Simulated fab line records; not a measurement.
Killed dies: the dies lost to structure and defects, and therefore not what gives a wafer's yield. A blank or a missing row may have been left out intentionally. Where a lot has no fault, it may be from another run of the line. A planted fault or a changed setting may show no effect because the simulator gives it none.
Matching of chambers | flow n5 finfet | cmp-02 running N5_ILD0_CMP_03: 4 sister chambers
The step polishes, stops on SiNx, t overpolish 1.9 s, target thk 197.38 nm. 14 wafers are shown with their chamber, then 6 later ones without.

== WAFERS PAIRED WITH THEIR CHAMBERS ==
wafer  | chamber | motor current A (A) | time to endpoint s (s) | overpolish run s (s)
L519.1 | 0       | 14.1                | 67                     | 1.904
L519.2 | 2       | 13.1                | 61                     | 1.896
L519.3 | 3       | 11.5                | 59                     | 1.890
L520.1 | 1       | 13.5                | 69                     | 1.905
L520.5 | 3       | 11.4                | 67                     | 1.896
L520.6 | 0       | 13.9                | 66                     | 1.906
L523.1 | 2       | 13.6                | 66                     | 1.894
L523.2 | 1       | 12.5                | 69                     | 1.906
L523.5 | 1       | 13.3                | 72                     | 1.896
L526.1 | 2       | 13.9                | 68                     | 1.899
L526.5 | 1       | 12.8                | 70                     | 1.916
L527.1 | 1       | 12.8                | 70                     | 1.899
L527.2 | 0       | 13.5                | 68                     | 1.907
L527.3 | 2       | 12.8                | 66                     | 1.910

SIGNATURES (means of the wafers above)
reading            | chamber 0 | chamber 1 | chamber 2 | chamber 3 | scatter within a chamber
motor current A    | 13.833    | 12.980    | 13.350    | 11.450    | 0.399
time to endpoint s | 67.00     | 70.00     | 65.25     | 63.00     | 2.58
overpolish run s   | 1.90567   | 1.90440   | 1.89975   | 1.89300   | 0.00642
Rule: a wafer's distance from a chamber is the root of the sum, over the readings, of the square of ((its reading less the chamber's mean) divided by the reading's scatter). The wafer belongs to the nearest chamber; if the next one is less than 2 further off, it can't be placed. The scatter is the square root of a quotient: the sum, over the shown wafers, of each reading's squared deviation from its chamber's mean, divided by wafers minus chambers.

== WAFERS MISSING THEIR CHAMBER ==
wafer  | motor current A (A) | time to endpoint s (s) | overpolish run s (s)
L532.1 | 13.8                | 66                     | 1.902
L532.2 | 12.5                | 70                     | 1.898
L532.3 | 12.9                | 69                     | 1.919
L533.1 | 12.5                | 67                     | 1.906
L533.2 | 11.6                | 63                     | 1.897
L533.3 | 13.3                | 65                     | 1.892

== WHICH CHAMBER EACH ONE RAN IN ==
wafer  | from the rows above               | in truth
L532.1 | can't be placed: 0 or 2 or 1      | 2
L532.2 | can't be placed: 1 or 2           | 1
L532.3 | can't be placed: 1 or 0 or 2      | 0
L533.1 | can't be placed: 1 or 2 or 0 or 3 | 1
L533.2 | 3                                 | 3
L533.3 | can't be placed: 2 or 0 or 1      | 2
1 of 6 placed correctly. These rows do not allow placing 5 (true chamber among the candidates in 5). Placed wrongly: 0.
